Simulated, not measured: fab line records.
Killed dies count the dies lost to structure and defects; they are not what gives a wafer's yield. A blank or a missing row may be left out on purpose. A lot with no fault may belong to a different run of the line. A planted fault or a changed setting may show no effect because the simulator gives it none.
Matching of chambers | flow nand harc | cmp-04 running NHARC_A_CHANNEL_FILL_D2_CMP_10: 4 sister chambers
The step polishes, target thk 150 nm. 27 wafers are shown with their chamber, then 12 later ones without.

== WAFERS PAIRED WITH THEIR CHAMBERS ==
wafer  | chamber | motor current A (A) | time to endpoint s (s)
L074.1 | 0       | 10.0                | 16.1
L074.2 | 1       | 11.4                | 12.7
L074.5 | 1       | 11.5                | 14.3
L075.4 | 1       | 11.7                | 13.7
L075.5 | 3       | 11.9                | 16.4
L075.6 | 2       | 9.9                 | 14.7
L079.1 | 1       | 11.9                | 12.8
L079.4 | 3       | 12.0                | 13.5
L079.5 | 0       | 8.9                 | 14.3
L081.2 | 1       | 11.5                | 15.1
L081.3 | 3       | 12.3                | 12.9
L081.6 | 0       | 9.6                 | 17.1
L083.1 | 2       | 10.4                | 16.2
L083.2 | 0       | 9.8                 | 16.5
L083.6 | 2       | 10.6                | 14.0
L086.1 | 3       | 12.0                | 9.6
L086.5 | 3       | 11.4                | 13.0
L086.6 | 2       | 9.8                 | 11.8
L088.3 | 1       | 12.0                | 16.5
L088.5 | 0       | 9.5                 | 19.0
L088.6 | 1       | 11.5                | 16.0
L089.2 | 3       | 12.2                | 15.0
L089.3 | 2       | 9.9                 | 11.5
L089.5 | 0       | 9.4                 | 14.9
L090.1 | 2       | 10.1                | 14.7
L090.2 | 3       | 11.6                | 13.4
L090.5 | 1       | 11.3                | 12.5

SIGNATURES (means of the wafers above)
reading            | chamber 0 | chamber 1 | chamber 2 | chamber 3 | scatter within a chamber
motor current A    | 9.533     | 11.600    | 10.117    | 11.914    | 0.313
time to endpoint s | 16.317    | 14.200    | 13.817    | 13.400    | 1.79
Rule: a wafer lies at a distance from a chamber equal to the root of the sum of squares, over the readings, of (its reading less the chamber's mean, divided by the reading's scatter). If the next closest chamber is less than 2 further off than the closest, the wafer can't be placed; otherwise it belongs to the closest. How the scatter is found: for the shown wafers, subtract from each reading the mean of its chamber, square and add these, divide the total by (wafers less chambers), then take the root.

== WAFERS WHOSE CHAMBER IS MISSING ==
wafer  | motor current A (A) | time to endpoint s (s)
L091.2 | 11.7                | 12.9
L091.4 | 9.8                 | 13.5
L091.5 | 11.5                | 14.1
L092.1 | 11.7                | 15.6
L092.2 | 10.4                | 14.4
L092.3 | 9.4                 | 14.6
L094.3 | 11.7                | 13.0
L094.4 | 9.7                 | 13.7
L094.5 | 11.1                | 10.8
L096.2 | 10.5                | 12.6
L096.4 | 11.8                | 14.7
L096.6 | 11.1                | 15.4

== WHICH CHAMBER EACH ONE RAN IN ==
wafer  | from the rows above          | in truth
L091.2 | can't be placed: 3 or 1      | 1
L091.4 | can't be placed: 2 or 0      | 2
L091.5 | can't be placed: 1 or 3      | 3
L092.1 | can't be placed: 1 or 3      | 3
L092.2 | 2                            | 2
L092.3 | can't be placed: 0 or 2      | 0
L094.3 | can't be placed: 3 or 1      | 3
L094.4 | can't be placed: 2 or 0      | 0
L094.5 | can't be placed: 1 or 3 or 2 | 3
L096.2 | 2                            | 2
L096.4 | can't be placed: 1 or 3      | 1
L096.6 | can't be placed: 1 or 3 or 2 | 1
2 of 12 placed correctly. Unplaceable from these rows: 10, with the true chamber sitting among the candidates in 10. Wrongly placed: 0.
